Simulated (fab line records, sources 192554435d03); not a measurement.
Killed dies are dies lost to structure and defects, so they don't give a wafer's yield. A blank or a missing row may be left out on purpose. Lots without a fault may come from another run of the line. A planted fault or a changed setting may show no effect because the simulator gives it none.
Problem report in the 8D (eight disciplines) form, filled by code | flow n5_finfet | the parts of the form that need people (team, actions taken, sign-off) are left out

1. THE PROBLEM
run_length_s at N5_BEOL_M6_ETCH_41 reads a mean of 71.8 s on 2 wafers of 2 lots; wafers without a fault read 75.3 s with a standard deviation of 0.42. That is -8.5 standard deviations from the usual mean.
The step: etches SiCN in CH3F/O2, target depth 29.7 nm, time 52 s.
First seen on wafer L349.3, day 12 09:26, on rie_diel-04. The record holds 27 wafers of 11 lots with a number at this step. Rule for "out", or "out of limits": more than 4 standard deviations from the usual mean. The other wafers with a number count as sound.

2. WHAT IT IS AND WHAT IT IS NOT
question                    | is                | is not
which readings at this step | run_length_s      | drypump_motor_current_A, oes_product_au, rf_vpp_V, showerhead_plenum_p_Torr, throttle_valve_pct
which lots                  | L349, L354        | L337, L339, L340, L341, L342, L343, L344, L358, L360
which wafers of those lots  | L349.3, L354.4    | L349.2, L354.1
read on which tools         | rie_diel-04       | rie_diel-05, rie_diel-06
when                        | from day 12 09:26 | up to then (20 sound wafers); but 5 sound wafers of L354, L358, L360 came after

3. SUSPECTS, AND WHAT RULES EACH OUT
Counting: a tool at a process step up to the reading stays a suspect if it ran every lot that is out. Sound lots after the first of them don't rule it out here, since some wafers of a struck lot are sound.
- rie_diel-04 at N5_BEOL_M6_STRIP_36 (strips in N2/H2): kept. It ran every lot that is out, first L349 (day 12 09:22); its last sound lot up to then is L344 (day 10 02:43).
- rie_diel-04 at N5_BEOL_M6_ETCH_41 (etches SiCN in CH3F/O2, target depth 29.7 nm, time 52 s): kept. It ran every lot that is out, first L349 (day 12 09:26); its last sound lot up to then is L344 (day 10 02:47). Its own readings are out on those wafers: run_length_s.
- Within rie_diel-04 at N5_BEOL_M6_STRIP_36: the wafers that are out ran in chambers 1, 3; their sound lot-mates ran in chambers 0, 2.
- Within rie_diel-04 at N5_BEOL_M6_ETCH_41: the wafers that are out ran in chambers 1, 3; their sound lot-mates ran in chambers 0, 2.
Left after counting: rie_diel-04 at N5_BEOL_M6_STRIP_36, rie_diel-04 at N5_BEOL_M6_ETCH_41.

4. THE CAUSE (what the simulator had put in)
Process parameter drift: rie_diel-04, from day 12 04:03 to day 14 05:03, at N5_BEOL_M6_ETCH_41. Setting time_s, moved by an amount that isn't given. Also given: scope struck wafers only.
Counting left 2 suspects, and this tool is among them.

5. THE CHAIN OF EFFECTS, in route order
Each row: a reading whose mean over the struck wafers that have a number lies more than 3 standard deviations from the usual. Only readings for which the record gives a usual standard deviation are gone through. hours: the time from each lot's start at the first step in this table that gives one to its start at this step, as a median over the lots. sigmas: the change in usual standard deviations.
hours | step               | reading      | usual  | on struck wafers | change | sigmas
0     | N5_BEOL_M6_ETCH_41 | run_length_s | 75.3 s | 71.8             | -3.5   | -8.5
The process steps in it:
- N5_BEOL_M6_ETCH_41: etches SiCN in CH3F/O2, target depth 29.7 nm, time 52 s.
Readings that are blank on the struck wafers while sound wafers have them: rf_fwd_power_W at N5_BEOL_M6_ETCH_41.

6. WHAT WOULD HAVE CAUGHT IT SOONER
In this record the first reading out of limits was taken at day 12 09:26, 5 hours after the fault began at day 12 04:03.
